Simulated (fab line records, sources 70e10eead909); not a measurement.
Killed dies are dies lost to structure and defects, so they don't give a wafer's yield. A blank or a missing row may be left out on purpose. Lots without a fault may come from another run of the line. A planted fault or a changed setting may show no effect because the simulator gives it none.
Chamber matching | flow nand_harc | NHARC_A_WL_FILL_ALD_10 on ald_hk-04: 4 sister chambers
The step deposits SiO2, target thk 50 nm, pulse time 10 s, ald cycles 500. 4 wafers are shown with their chamber, then 9 later ones without.

WAFERS WITH THEIR CHAMBER
wafer  | chamber | heater_power_w (W)
L091.1 | 2       | 462
L088.1 | 1       | 452
L088.3 | 0       | 491
L088.4 | 3       | 397

WAFERS WITHOUT THEIR CHAMBER
wafer  | heater_power_w (W)
L092.2 | 478
L092.4 | 415
L092.5 | 416
L094.1 | 470
L094.3 | 413
L094.5 | 412
L095.1 | 407
L095.4 | 468
L095.6 | 465

WHICH CHAMBER EACH WENT THROUGH
wafer  | from the rows above          | in truth
L092.2 | can't be placed: 0 or 2 or 1 | 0
L092.4 | can't be placed: 3 or 1      | 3
L092.5 | can't be placed: 3 or 1      | 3
L094.1 | can't be placed: 2 or 1 or 0 | 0
L094.3 | can't be placed: 3 or 1      | 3
L094.5 | can't be placed: 3 or 1      | 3
L095.1 | 3                            | 3
L095.4 | can't be placed: 2 or 1 or 0 | 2
L095.6 | can't be placed: 2 or 1 or 0 | 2
Placed correctly: 1 of 9. Can't be placed from these rows: 8 (the true chamber is among the candidates in 8). Placed wrongly: 0.
How it was worked out, from the rows above alone: a wafer's distance from a chamber is the root of the sum, over the readings, of the square of ((its reading less the chamber's mean) divided by the reading's scatter). The wafer belongs to the nearest chamber; if the next one is less than 2 further off, it can't be placed. A chamber's mean is the mean of its shown wafers. The scatter: with one shown wafer a chamber, the root of the mean of the squares of how far each hidden wafer lies from its nearest shown one.
